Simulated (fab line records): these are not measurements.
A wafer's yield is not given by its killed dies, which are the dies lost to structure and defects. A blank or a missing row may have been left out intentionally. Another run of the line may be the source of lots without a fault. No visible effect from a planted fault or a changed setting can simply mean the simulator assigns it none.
Matching of chambers    flow n5_finfet    N5_MOL_CONTACT_COAG_STRIP_96 on rie_diel-01: 4 sister chambers
The step strips in N2/H2. 16 wafers are shown with their chamber, then 8 later ones without.

== EACH WAFER AND ITS CHAMBER ==
wafer   chamber  showerhead_plenum_p_Torr (Torr)  drypump_motor_current_A (A)  throttle_valve_pct (%)
L075.2  3        3.55                             6.1                          18.37
L075.4  0        3.36                             5.9                          18.74
L075.5  2        3.24                             4.8                          19.12
L076.1  2        3.23                             4.8                          19.12
L076.3  1        3.47                             5.1                          18.83
L076.4  1        3.47                             5.0                          18.82
L080.1  1        3.47                             5.1                          18.83
L080.2  0        3.35                             5.9                          18.74
L080.4  1        3.47                             5.1                          18.82
L082.1  1        3.47                             5.1                          18.83
L082.2  0        3.35                             5.8                          18.78
L082.6  1        3.47                             5.1                          18.85
L083.1  3        3.54                             6.2                          18.41
L083.2  0        3.35                             5.8                          18.79
L083.4  2        3.23                             4.8                          19.15
L087.2  1        3.46                             5.1                          18.88

SIGNATURES (averages over the wafers above)
reading                   chamber 0  chamber 1  chamber 2  chamber 3  scatter within a chamber
showerhead_plenum_p_Torr  3.3525     3.4686     3.2333     3.5450     0.00481
drypump_motor_current_A   5.850      5.086      4.800      6.150      0.0443
throttle_valve_pct        18.7625    18.8371    19.1300    18.3900    0.0228
Rule: a wafer's distance from a chamber is the root of the sum, over the readings, of the square of ((its reading less the chamber's mean) divided by the reading's scatter). If the next closest chamber is less than 2 further off than the closest, the wafer can't be placed; otherwise it belongs to the closest. The scatter is the square root of a quotient: the sum, over the shown wafers, of each reading's squared deviation from its chamber's mean, divided by wafers minus chambers.

== WAFERS MISSING THEIR CHAMBER ==
wafer   showerhead_plenum_p_Torr (Torr)  drypump_motor_current_A (A)  throttle_valve_pct (%)
L087.4  3.34                             5.8                          18.77
L087.6  3.34                             5.9                          18.75
L088.1  3.22                             4.8                          19.16
L088.2  3.54                             6.2                          18.43
L088.5  3.54                             6.2                          18.43
L094.2  3.33                             5.8                          18.82
L094.5  3.33                             5.8                          18.80
L094.6  3.45                             5.1                          18.88

== THE CHAMBER EACH PASSED THROUGH ==
wafer   from the rows above  in truth
L087.4  0                    0
L087.6  0                    0
L088.1  2                    2
L088.2  3                    3
L088.5  3                    3
L094.2  0                    0
L094.5  0                    0
L094.6  1                    1
Correctly placed: 8 of 8. Not placeable from these rows: 0. Wrongly placed: 0.
